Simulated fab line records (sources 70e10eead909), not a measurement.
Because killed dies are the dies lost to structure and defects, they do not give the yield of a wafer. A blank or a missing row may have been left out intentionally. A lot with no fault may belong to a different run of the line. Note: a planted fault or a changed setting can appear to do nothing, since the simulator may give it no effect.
fab line records | flow nandHarc
record: lots: 11 | wafers: 33 | lastDay: 32
route steps=1302 shown P_STI@89 P_GATE@122
lots that met no fault: taken from a fault-free run of the same line
startH: hours from the record's opening day to when the first of the lot's shown wafers began | waitH: time in hours since the lot's previous step | " as in the row above | L1.1+2: one row covering several wafers at once | - no value, or no start given | * or withheld: withheld | < > ~ a bound
route shown NAME@n: a module of which the file shows steps, and the number in the route of the first | usual: average and standard deviation across the fault-free wafers | same: alike in all rows | chamber/n: place in a boat | sites: each site's reading | _std_site: the values' standard deviation | _edge_site: the outer-site mean with the inner-site mean subtracted | radiusMm: for every site, how far away it sits from the centre of the wafer | mask NAME#n: copy n | behind: the most recent tool/chamber to have shaped the wafer | hold: the reason the lot was held/the length of the hold in hours/how it ended | device: names the non-switching transistor (n, p or np) | end of line: tests of these same wafers at the route's end | a step without rows: its recipe alone | killed: count of dies lost to structure and defects at first sort (not the wafer's yield) | map: a wafer's dies, x killed, . not, _ none there
set.NAME: the setting the step ran with; set.NAME@STEP: the setting that earlier step ran with | model.NAME: the simulator's own value behind a step, which no gauge read
one table for each step of the route and one row for each wafer, over a sample of lots
services: from which hour (startH, from the record's first day; less than 0 if before it) a tool's chamber was out of use, for how many hours, and why
== steps ==
step: NHARC_P_STI_ETCH_31
recipe: targetDepthA: 1089 | timeS: 54.5 | cf4FlowSccm: 100 | chf3FlowSccm: 30 | arFlowSccm: 0 | rfW: 500 | biasW: 200 | chemistry: CF4/CHF3
usual: biasW: 200.0/0.71 | drypumpMotorCurrentA: 5.8/0.54 | mfcArSccm: 0.006/0.0074 | oesProductAu: 0.964/0.017 | rfVppV: 371.1/2.2 | showerheadPlenumPTorr: 1.59/0.061 | throttleValvePct: 16.803/0.0097
lot.wafer | tool       | chamber | startH | waitH | biasW | drypumpMotorCurrentA | mfcArSccm | oesProductAu | rfHoursCounterH | rfVppV | showerheadPlenumPTorr | throttleValvePct
L512.2    | rieDiel-09 | 3       | -      | -     | 199.9 | 6.8                  | 0.017     | 0.930        | 5.0             | 370.0  | 1.57                  | 16.781
L512.3    | "          | 1       | "      | "     | 198.7 | 6.2                  | 0         | 0.934        | 6.0             | 373.8  | 1.65                  | 16.788
L512.6    | "          | 2       | "      | "     | 200.7 | 5.8                  | 0         | 0.908        | -               | 372.9  | 1.68                  | 16.806
L513.3    | rieDiel-09 | 2       | -      | -     | 199.8 | 5.7                  | 0         | 0.952        | 5.6             | 373.8  | 1.68                  | 16.803
L513.5    | "          | 1       | "      | "     | 200.0 | 6.1                  | 0         | 0.942        | -               | 372.6  | 1.65                  | 16.801
L513.6    | "          | 2       | "      | "     | 199.2 | 5.8                  | 0         | 0.950        | -               | 373.9  | 1.68                  | 16.811
L514.4    | rieDiel-09 | 0       | -      | -     | 201.4 | 6.1                  | 0.011     | 0.962        | 5.7             | 370.8  | 1.61                  | 16.811
L514.2    | "          | 1       | "      | "     | 199.6 | 6.2                  | 0         | 0.976        | 6.5             | 374.4  | 1.65                  | 16.798
L514.5    | "          | 0       | "      | "     | 201.2 | 6.1                  | 0.011     | 0.975        | -               | 372.5  | 1.61                  | 16.813
L515.3    | rieDiel-04 | 3       | -      | -     | 199.9 | 4.8                  | 0         | 0.984        | 2.7             | 369.4  | 1.52                  | 16.798
L515.4    | "          | 0       | "      | "     | 199.7 | 5.2                  | 0         | 0.973        | 3.0             | 370.3  | 1.59                  | 16.790
L515.5    | "          | 3       | "      | "     | 199.3 | 4.8                  | 0         | 0.977        | -               | 367.5  | 1.52                  | 16.797
L517.3    | rieDiel-04 | 3       | -      | -     | 199.2 | 4.8                  | 0         | 0.979        | 3.5             | 368.2  | 1.52                  | 16.791
L517.2    | "          | 1       | "      | "     | 200.0 | 5.9                  | 0.008     | 0.952        | 3.5             | 368.0  | 1.53                  | 16.814
L517.6    | "          | 2       | "      | "     | 199.6 | 5.7                  | 0.018     | 0.977        | -               | 366.9  | 1.50                  | 16.803
L518.3    | rieDiel-09 | 2       | -      | -     | 200.4 | 5.7                  | 0         | 0.956        | 9.0             | 373.9  | 1.67                  | 16.809
L518.1    | "          | 1       | "      | "     | 200.5 | 6.2                  | 0         | 0.947        | 9.8             | 373.1  | 1.65                  | 16.789
L518.5    | "          | 3       | "      | "     | 200.3 | 6.8                  | 0.017     | 0.979        | -               | 369.7  | 1.57                  | 16.792
L519.4    | rieDiel-04 | 0       | -      | -     | 199.6 | 5.1                  | 0         | 0.963        | 4.7             | 370.2  | 1.59                  | 16.791
L519.1    | "          | 1       | "      | "     | 199.6 | 5.9                  | 0.008     | 0.967        | 4.5             | 369.2  | 1.53                  | 16.805
L519.6    | "          | 3       | "      | "     | 199.8 | 4.8                  | 0         | 0.956        | -               | 368.6  | 1.52                  | 16.802
L522.2    | rieDiel-04 | 3       | -      | -     | 201.0 | 4.8                  | 0         | 0.962        | 6.6             | 368.4  | 1.52                  | 16.803
L522.1    | "          | 0       | "      | "     | 200.7 | 5.2                  | 0         | 0.980        | 6.5             | 371.0  | 1.59                  | 16.818
L522.4    | "          | 1       | "      | "     | 201.3 | 5.9                  | 0.008     | 0.976        | 6.5             | 368.0  | 1.53                  | 16.799
L525.2    | rieDiel-04 | 3       | -      | -     | 199.8 | 4.8                  | 0         | 0.958        | 7.5             | 369.3  | 1.52                  | 16.797
L525.1    | "          | 0       | "      | "     | 200.4 | 5.1                  | 0         | 0.973        | 7.6             | 371.0  | 1.59                  | 16.798
L525.3    | "          | 2       | "      | "     | 200.0 | 5.7                  | 0.018     | 0.966        | 7.0             | 369.1  | 1.50                  | 16.814
L534.2    | rieDiel-09 | 0       | -      | -     | 200.0 | 6.0                  | 0.011     | 0.959        | 8.3             | 370.7  | 1.60                  | 16.809
L534.4    | "          | 1       | "      | "     | 200.8 | 6.1                  | 0         | 0.972        | 9.0             | 371.3  | 1.65                  | 16.799
L534.1    | "          | 3       | "      | "     | 199.8 | 6.8                  | 0.017     | 0.970        | 8.4             | 370.6  | 1.56                  | 16.802
L535.2    | rieDiel-09 | 0       | -      | -     | 199.2 | 6.1                  | 0.011     | 0.963        | 9.2             | 371.3  | 1.60                  | 16.794
L535.1    | "          | 1       | "      | "     | 199.5 | 6.2                  | 0         | 0.944        | 10.0            | 372.9  | 1.65                  | 16.807
L535.3    | "          | 2       | "      | "     | 199.6 | 5.8                  | 0         | 0.968        | 10.1            | 374.2  | 1.67                  | 16.809
step: NHARC_P_GATE_CD_MEAS_11
recipe: targetCdNm: 1640 | landingEnergyEv: 500
usual: cdNm: 1639.6/1.4
lot.wafer | tool     | chamber | startH | waitH | cdNm
L512.2    | cdSem-01 | 0       | 64.33  | -     | 1640.4
L512.3    | "        | 0       | "      | "     | 1641.5
L512.6    | "        | 0       | "      | "     | 1640.7
L513.3    | cdSem-01 | 0       | 68.48  | -     | 1640.6
L513.5    | "        | 0       | "      | "     | 1638.0
L513.6    | "        | 0       | "      | "     | 1639.5
L514.2    | cdSem-03 | 0       | 76.63  | -     | 1640.2
L514.4    | "        | 0       | "      | "     | 1637.7
L514.5    | "        | 0       | "      | "     | 1639.0
L515.3    | cdSem-03 | 0       | 95.58  | -     | 1637.0
L515.4    | "        | 0       | "      | "     | 1638.8
L515.5    | "        | 0       | "      | "     | 1636.1
L517.2    | cdSem-01 | 0       | 104.23 | -     | 1639.2
L517.3    | "        | 0       | "      | "     | 1638.7
L517.6    | "        | 0       | "      | "     | 1637.4
L518.1    | cdSem-03 | 0       | 119.81 | -     | 1638.5
L518.3    | "        | 0       | "      | "     | 1642.1
L518.5    | "        | 0       | "      | "     | 1639.1
L519.1    | cdSem-03 | 0       | 134.58 | -     | 1639.5
L519.4    | "        | 0       | "      | "     | 1638.3
L519.6    | "        | 0       | "      | "     | 1640.5
L522.1    | cdSem-01 | 0       | 158.36 | -     | 1638.7
L522.2    | "        | 0       | "      | "     | 1637.0
L522.4    | "        | 0       | "      | "     | 1640.0
L525.1    | cdSem-01 | 0       | 188.96 | -     | 1640.9
L525.2    | "        | 0       | "      | "     | 1641.4
L525.3    | "        | 0       | "      | "     | 1638.5
L534.1    | cdSem-01 | 0       | 279.72 | -     | 1639.5
L534.2    | "        | 0       | "      | "     | 1638.2
L534.4    | "        | 0       | "      | "     | 1639.4
L535.1    | cdSem-02 | 0       | 286.27 | -     | 1639.8
L535.2    | "        | 0       | "      | "     | 1638.8
L535.3    | "        | 0       | "      | "     | 1638.8
step: NHARC_P_GATE_EXPOSE_23
recipe: na: 1.35 | targetCdNm: 120 | doseMj: 93.91 | maskId: P_GATE
usual: exposureDoseMJCm2: 93.91/0.098
lot.wafer | tool           | chamber | startH | waitH | mask        | exposureDoseMJCm2
L512.2    | arfiScanner-02 | 0       | 78.07  | -     | P_GATE#0    | 93.90
L512.3    | "              | 0       | "      | "     | P_GATE#0    | 93.91
L512.6    | "              | 0       | "      | "     | P_GATE#0    | 93.87
L513.3    | arfiScanner-01 | 0       | 82.24  | -     | P_GATE#0    | 94.01
L513.5    | "              | 0       | "      | "     | P_GATE#0    | 93.95
L513.6    | "              | 0       | "      | "     | P_GATE#0    | 93.98
L514.2    | arfiScanner-02 | 0       | 91.67  | -     | P_GATE#0    | 93.81
L514.4    | "              | 0       | "      | "     | P_GATE#0    | 93.87
L514.5    | "              | 0       | "      | "     | P_GATE#0    | 93.78
L515.3    | arfiScanner-02 | 0       | 112.21 | -     | P_GATE#0    | 93.87
L515.4    | "              | 0       | "      | "     | P_GATE#0    | 93.68
L515.5    | "              | 0       | "      | "     | P_GATE#0    | 93.79
L517.2    | arfiScanner-03 | 0       | 118.94 | -     | P_GATE#0    | 93.96
L517.3    | "              | 0       | "      | "     | P_GATE#0    | 93.94
L517.6    | "              | 0       | "      | "     | P_GATE#0    | 93.91
L518.1    | arfiScanner-02 | 0       | 133.69 | -     | P_GATE#0    | 93.89
L518.3    | "              | 0       | "      | "     | P_GATE#0    | 93.92
L518.5    | "              | 0       | "      | "     | P_GATE#0    | 93.95
L519.1    | arfiScanner-01 | 0       | 149.40 | -     | P_GATE#0    | 93.93
L519.4    | "              | 0       | "      | "     | P_GATE#0    | 93.91
L519.6    | "              | 0       | "      | "     | P_GATE#0    | 93.82
L522.1    | arfiScanner-01 | 0       | 176.79 | -     | P_GATE#0    | 93.93
L522.2    | "              | 0       | "      | "     | P_GATE#0    | 94.01
L522.4    | "              | 0       | "      | "     | P_GATE#0    | 94.08
L525.1    | arfiScanner-02 | 0       | 202.66 | -     | P_GATE_R1#0 | 93.92
L525.2    | "              | 0       | "      | "     | P_GATE_R1#0 | 93.94
L525.3    | "              | 0       | "      | "     | P_GATE_R1#0 | 93.83
L534.1    | arfiScanner-03 | 0       | 293.30 | -     | P_GATE#0    | 94.01
L534.2    | "              | 0       | "      | "     | P_GATE#0    | 93.98
L534.4    | "              | 0       | "      | "     | P_GATE#0    | 93.88
L535.1    | arfiScanner-02 | 0       | 300.27 | -     | P_GATE#0    | 93.84
L535.2    | "              | 0       | "      | "     | P_GATE#0    | 93.77
L535.3    | "              | 0       | "      | "     | P_GATE#0    | 93.72
step: NHARC_P_GATE_CD_MEAS_26
recipe: targetCdNm: 120 | landingEnergyEv: 500
usual: cdNm: 119.5/0.79
lot.wafer | tool     | chamber | startH | waitH | cdNm
L512.2    | cdSem-03 | 0       | 78.21  | -     | 119.6
L512.3    | "        | 0       | "      | "     | 118.8
L512.6    | "        | 0       | "      | "     | 118.7
L513.3    | cdSem-01 | 0       | 82.38  | -     | 120.8
L513.5    | "        | 0       | "      | "     | 121.5
L513.6    | "        | 0       | "      | "     | 121.3
L514.2    | cdSem-02 | 0       | 91.81  | -     | 120.2
L514.4    | "        | 0       | "      | "     | 120.4
L514.5    | "        | 0       | "      | "     | 119.6
L515.3    | cdSem-03 | 0       | 112.35 | -     | 118.4
L515.4    | "        | 0       | "      | "     | 119.7
L515.5    | "        | 0       | "      | "     | 119.3
L517.2    | cdSem-01 | 0       | 119.07 | -     | 120.6
L517.3    | "        | 0       | "      | "     | 119.1
L517.6    | "        | 0       | "      | "     | 119.0
L518.1    | cdSem-01 | 0       | 133.83 | -     | 119.0
L518.3    | "        | 0       | "      | "     | 119.4
L518.5    | "        | 0       | "      | "     | 120.1
L519.1    | cdSem-02 | 0       | 149.54 | -     | 120.8
L519.4    | "        | 0       | "      | "     | 121.3
L519.6    | "        | 0       | "      | "     | 120.7
L522.1    | cdSem-02 | 0       | 176.93 | -     | 120.3
L522.2    | "        | 0       | "      | "     | 119.2
L522.4    | "        | 0       | "      | "     | 119.3
L525.1    | cdSem-01 | 0       | 202.80 | -     | 117.0
L525.2    | "        | 0       | "      | "     | 115.9
L525.3    | "        | 0       | "      | "     | 116.7
L534.1    | cdSem-03 | 0       | 293.44 | -     | 119.1
L534.2    | "        | 0       | "      | "     | 119.4
L534.4    | "        | 0       | "      | "     | 119.1
L535.1    | cdSem-03 | 0       | 300.41 | -     | 120.5
L535.2    | "        | 0       | "      | "     | 118.7
L535.3    | "        | 0       | "      | "     | 119.4
step: NHARC_P_GATE_HM_OPEN_105
recipe: targetDepthA: 3600 | o2FlowSccm: 400 | cosFlowSccm: 20 | arFlowSccm: 0 | rfW: 500 | biasW: 300 | chemistry: O2/COS
usual: biasW: 300.0/0.9 | drypumpMotorCurrentA: 5.7/0.41 | mfcArSccm: 0.008/0.01 | o2FlowSccm: 399.8/1.3 | oesProductAu: 0.996/0.011 | rfVppV: 468.3/2.2 | showerheadPlenumPTorr: 3.17/0.094 | throttleValvePct: 28.330/0.0084
lot.wafer | tool       | chamber | startH | waitH | biasW | drypumpMotorCurrentA | mfcArSccm | o2FlowSccm | oesProductAu | rfHoursCounterH | rfVppV | showerheadPlenumPTorr | throttleValvePct
L512.3    | rieDiel-05 | 2       | -      | -     | 299.4 | 5.8                  | 0         | 399.9      | 1.004        | 2.1             | 470.2  | 3.25                  | 28.340
L512.2    | "          | 3       | "      | "     | 300.0 | 5.7                  | 0         | 399.5      | 0.970        | 2.1             | 468.1  | 3.19                  | 28.343
L512.6    | "          | 1       | "      | "     | 300.0 | 5.8                  | 0.025     | 400.4      | 1.010        | -               | 472.1  | 3.23                  | 28.328
L513.3    | rieDiel-10 | 1       | -      | -     | 300.7 | 6.4                  | 0.011     | 399.1      | 0.999        | 2.6             | 469.3  | 3.25                  | 28.327
L513.6    | "          | 1       | "      | "     | 300.1 | 6.4                  | 0.011     | 399.9      | 1.003        | -               | 470.1  | 3.25                  | 28.326
L513.5    | "          | 2       | "      | "     | 300.5 | 5.3                  | 0.025     | 398.2      | 1.006        | -               | 464.8  | 2.99                  | 28.334
L514.2    | rieDiel-03 | 0       | -      | -     | 300.0 | 5.3                  | 0.013     | 398.5      | 0.975        | 0.1             | 471.7  | 3.25                  | 28.332
L514.4    | "          | 1       | "      | "     | 299.3 | 5.2                  | 0         | 398.4      | 1.008        | 0.1             | 473.0  | 3.31                  | 28.342
L514.5    | "          | 1       | "      | "     | 298.8 | 5.2                  | 0         | 398.1      | 1.017        | -               | 471.3  | 3.31                  | 28.333
L515.4    | rieDiel-03 | 2       | -      | -     | 299.4 | 5.2                  | 0.001     | 399.7      | 1.002        | 1.3             | 466.6  | 3.17                  | 28.328
L515.3    | "          | 0       | "      | "     | 300.1 | 5.3                  | 0.013     | 401.4      | 0.978        | 1.6             | 469.5  | 3.25                  | 28.330
L515.5    | "          | 2       | "      | "     | 298.9 | 5.2                  | 0.001     | 401.1      | 0.992        | -               | 467.7  | 3.17                  | 28.351
L517.3    | rieDiel-03 | 0       | -      | -     | 299.3 | 5.3                  | 0.013     | 400.1      | 0.982        | 2.6             | 469.1  | 3.25                  | 28.325
L517.2    | "          | 2       | "      | "     | 298.8 | 5.2                  | 0.001     | 401.3      | 1.001        | 2.5             | 468.0  | 3.17                  | 28.337
L517.6    | "          | 0       | "      | "     | 299.4 | 5.3                  | 0.013     | 401.4      | 0.980        | -               | 469.2  | 3.25                  | 28.327
L518.3    | rieDiel-05 | 2       | -      | -     | 298.8 | 5.8                  | 0         | 397.8      | 1.006        | 4.4             | 470.9  | 3.25                  | 28.330
L518.1    | "          | 3       | "      | "     | 300.0 | 5.7                  | 0         | 402.8      | 0.991        | 4.6             | 468.0  | 3.19                  | 28.334
L518.5    | "          | 3       | "      | "     | 299.6 | 5.8                  | 0         | 401.7      | 0.988        | -               | 468.1  | 3.19                  | 28.323
L519.1    | rieDiel-10 | 0       | -      | -     | 301.7 | 6.6                  | 0         | 397.9      | 1.005        | 5.0             | 467.9  | 3.08                  | 28.331
L519.4    | "          | 1       | "      | "     | 297.8 | 6.4                  | 0.011     | 400.1      | 0.995        | 6.2             | 470.2  | 3.25                  | 28.321
L519.6    | "          | 3       | "      | "     | 297.3 | 6.2                  | 0         | 398.6      | 0.985        | -               | 468.1  | 3.15                  | 28.320
L522.4    | rieDiel-03 | 3       | -      | -     | 300.5 | 5.5                  | 0         | 401.9      | 1.003        | 4.5             | 465.7  | 3.09                  | 28.320
L522.1    | "          | 0       | "      | "     | 299.8 | 5.3                  | 0.013     | 401.0      | 0.975        | 4.9             | 469.1  | 3.25                  | 28.341
L522.2    | "          | 1       | "      | "     | 300.5 | 5.2                  | 0         | 400.7      | 1.015        | 4.6             | 472.6  | 3.31                  | 28.313
L525.1    | rieDiel-05 | 0       | -      | -     | 300.3 | 6.2                  | 0.018     | 400.3      | 0.991        | 10.4            | 464.4  | 3.04                  | 28.339
L525.3    | "          | 1       | "      | "     | 299.0 | 5.8                  | 0.025     | 398.3      | 1.017        | 9.1             | 470.8  | 3.23                  | 28.345
L525.2    | "          | 3       | "      | "     | 299.8 | 5.8                  | 0         | 400.2      | 0.989        | 10.2            | 469.2  | 3.19                  | 28.328
L534.4    | rieDiel-03 | 2       | -      | -     | 300.8 | 5.2                  | 0.001     | 399.3      | 0.996        | 1.4             | 468.3  | 3.17                  | 28.331
L534.2    | "          | 3       | "      | "     | 299.6 | 5.5                  | 0         | 400.4      | 0.995        | 1.0             | 465.3  | 3.08                  | 28.343
L534.1    | "          | 0       | "      | "     | 301.7 | 5.3                  | 0.013     | 402.3      | 0.996        | 1.5             | 469.7  | 3.25                  | 28.329
L535.3    | rieDiel-05 | 1       | -      | -     | 299.6 | 5.8                  | 0.025     | 398.4      | 0.992        | 5.3             | 470.0  | 3.22                  | 28.329
L535.1    | "          | 2       | "      | "     | 298.2 | 5.8                  | 0         | 401.1      | 0.991        | 5.0             | 470.1  | 3.24                  | 28.340
L535.2    | "          | 0       | "      | "     | 300.0 | 6.2                  | 0.018     | 399.8      | 0.992        | 5.7             | 464.1  | 3.03                  | 28.327
== services ==
tool           | chamber | startH | hours | kind
rieDiel-05     | -       | 28.60  | 9.0   | pm
rieDiel-09     | 3       | 29.19  | 6.1   | repair
rieDiel-09     | 3       | 40.38  | 3.0   | repair
rieDiel-03     | 1       | 43.16  | 16.9  | repair
rieDiel-05     | 1       | 53.49  | 8.2   | repair
rieDiel-03     | -       | 80.30  | 9.0   | pm
rieDiel-03     | -       | 89.96  | 1.1   | repair
arfiScanner-02 | -       | 95.57  | 0.9   | repair
rieDiel-04     | 3       | 105.48 | 8.1   | repair
arfiScanner-02 | -       | 116.00 | 4.0   | pm
rieDiel-09     | -       | 119.18 | 9.0   | pm
rieDiel-03     | 1       | 125.18 | 2.7   | repair
rieDiel-04     | -       | 153.90 | 9.0   | pm
arfiScanner-02 | -       | 156.29 | 0.8   | repair
rieDiel-09     | 2       | 167.10 | 1.4   | repair
rieDiel-04     | 0       | 175.26 | 10.0  | repair
rieDiel-03     | 0       | 181.70 | 4.5   | repair
arfiScanner-02 | -       | 185.78 | 1.0   | repair
rieDiel-04     | -       | 230.46 | 1.1   | repair
arfiScanner-02 | -       | 231.07 | 4.6   | repair
rieDiel-03     | -       | 235.25 | 2.3   | repair
rieDiel-03     | -       | 257.30 | 9.0   | pm
arfiScanner-02 | -       | 288.01 | 4.0   | pm
rieDiel-09     | -       | 296.18 | 9.0   | pm
== key ==
firstSign: step: NHARC_P_GATE_EXPOSE_23 | reading: mask | direction: changed
effect: step: NHARC_P_GATE_CD_MEAS_26 | reading: cdNm | direction: down | sigmas: 3.7 | usual: 119.5 | struck: 116.6
metAt NHARC_P_GATE_EXPOSE_23
struckLots L525
testerLeftOut L525
notActingAt NHARC_P_STI_ETCH_31,NHARC_P_GATE_CD_MEAS_11,NHARC_P_GATE_HM_OPEN_105
onsetBetween 133.69 202.66
fault: kind: wrongMask | tool: any | chamber: - | onsetH: 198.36 | steps: NHARC_P_GATE_EXPOSE_23 | auxCopy: P_GATE_R1#0 | cdOffsetNm: -2.8457 | scope: struckLotsOnly
testerLeftOut: of these lots the tester's yield and bins aren't shown, on N5 and GAA mostly nor the transistor test; their killed dies are dies lost to structure and defects alone, not to doping, threshold or leakage, so they don't give the yield
